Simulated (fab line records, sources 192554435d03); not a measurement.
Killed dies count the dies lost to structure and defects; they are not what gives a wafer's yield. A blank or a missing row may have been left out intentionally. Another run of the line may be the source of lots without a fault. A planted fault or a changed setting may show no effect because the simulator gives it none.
Struck lot and sound lot, side by side :: flow n5 finfet :: 15 out of 1938 route steps
Sound: the wafers L225.2, L225.3, L225.4. Struck: wafer L232.3. (L232.2, L232.5 of the same lot were not struck and are left out.) The cause comes at the end.
Each step with rows lists, per side, the tool, then ch with its chambers, then its first start. Under that, the readings that differ: sound wafers :: struck wafers :: difference of the means :: sigmas: that difference in standard deviations of wafers without a fault.
alike: a reading whose means differ by less than 2 such deviations, as well as words and numbers matching on both sides. not compared: withheld readings; readings where some wafer has no value; bounds like >300 that might hide an equal value; numbers whose values overlap and for which the record gives no deviation.
A row with sigmas, a row that says differs or no value, or rows on one side alone: a step with any of these is where the two part. When numbers do not overlap yet have no deviation, they are printed without sigmas and do not part them. A reading missing from all wafers of one side parts the sides only when that side holds two or more wafers.

N5_HKMG_FIN_ALD_72: deposits W, target thk 2 nm, pulse time 1 s, purge time 2 s.
  sound on cvd w-02 ch 0,1, day 7 01:21; struck on cvd w-02 ch 1, day 8 17:17
  alike: heater power w, precursor pulse height rel
N5_HKMG_FIN_W_FILL_22: material W, target thk 60 nm, time 18.2 s.
  sound on cvd w-02 ch 0,1, day 7 01:25; struck on cvd w-02 ch 1, day 8 17:24
  alike: heater power w, throttle valve pct
then, 4 steps without rows for these wafers: N5_HKMG_FIN_PRECLEAN_83 (cleans in DIW, time 57.5 s); N5_HKMG_FIN_SRD_84 (dry time 32 s); N5_HKMG_FIN_CMP_23 (polishes, stops on SiNx, t overpolish 10 s, target thk 46.326 nm); N5_HKMG_FIN_CMP_94 (polishes, stops on SiNx, t overpolish 4.7 s, target thk 43.299 nm).
N5_HKMG_FIN_INSPECT_28: inspects for defects (darkfield).
  sound on defect inspect-01 at day 7 03:03; struck on defect inspect-02 at day 8 18:14
  alike: raw defect count
N5_GATE_CUT_ETCHBACK_00: etches W in SF6/Cl2.
  sound on rie metal-01 ch 0,1, day 7 03:05; struck on rie metal-02 ch 1, day 8 18:17
reading: oes product au (a.u.)
sound: 0.93 0.94 0.95
struck: 0.59
difference: -0.35
sigmas: -2
  alike: drypump motor current A, throttle valve pct
  not compared: rf hours counter h
then, 1 step without rows for these wafers: N5_GATE_CUT_ETCH_56 (etches TiN in Cl2/Ar, target depth 21.6 nm).
N5_GATE_CUT_ETCHBACK_30: etches TiN in Cl2/Ar, target depth 3 nm.
  sound on rie metal-01 ch 0,1, day 7 03:18; struck on rie metal-02 ch 1, day 8 18:29
reading: oes product au (a.u.)
sound: 0.92 0.92 0.99
struck: 0.61
difference: -0.33
sigmas: -2
  alike: drypump motor current A, throttle valve pct
  not compared: rf hours counter h
N5_GATE_CUT_VAPOR_ETCH_60: etches HfO2 in BCl3/Cl2.
  sound on rie metal-01 ch 0,1, day 7 03:20; struck on rie metal-02 ch 1, day 8 18:31
reading: oes product au (a.u.)
sound: 0.95 0.95 0.97
struck: 0.61
difference: -0.35
sigmas: -2
  alike: drypump motor current A
N5_GATE_CUT_ETCH_58: etches SiNx in CH3F/O2, target depth 17 nm, time 128.6 s.
  sound on rie diel-06 ch 1,2,3, day 7 03:23; struck on rie diel-04 ch 2, day 8 18:39
reading: oes product au (a.u.)
sound: 0.91 0.86 0.74
struck: 0.68
difference: -0.16
sigmas: -2

reading: rf fwd power W (W)
sound: 413.3 410.6 410.1
struck: 314.3
difference: -97.0
sigmas: -75

reading: rf hours counter h (h)
sound: 24 49 161
struck: 201
difference: +123
sigmas: 

reading: rf vpp V (V)
sound: 98.5 100.9 99.0
struck: 110.3
difference: +10.8
sigmas: +11

reading: model.etch.depth nm (nm)
sound: 17.43 17.48 17.24
struck: 15.37
difference: -2.01
sigmas: 
  alike: drypump motor current A, showerhead plenum p Torr, throttle valve pct
then, 1 step without rows for these wafers: N5_GATE_CUT_STRIP_59 (strips in N2/H2, time 20 s).
-- the record jumps here: 4 days lie between the struck wafers' starts before and after (it left off in module GATE_CUT and takes up again in module BEOL_M4, whose first step shown is number 1111 of the route) --
N5_BEOL_M4_RC_MEAS_101:
  sound on prober-01 ch 0, day 10 19:34; struck on prober-01 ch 0, day 12 22:52
reading: DIBL_N (mV/V)
sound: 37.3 39.7 36.2
struck: 31.7
difference: -6.0
sigmas: -3
  alike: DIBL_P, IOFF_N, IOFF_P, ION_N, ION_P, SS_N, SS_P, VT_N, VT_P
after that, 1 step had no rows for these wafers: N5_PASSIVATION_PROBE_49.

WHERE THEY PART
Last at N5_BEOL_M4_RC_MEAS_101 as far as this record goes, first at N5_GATE_CUT_ETCHBACK_00.

WHY: what had been put in by the simulator
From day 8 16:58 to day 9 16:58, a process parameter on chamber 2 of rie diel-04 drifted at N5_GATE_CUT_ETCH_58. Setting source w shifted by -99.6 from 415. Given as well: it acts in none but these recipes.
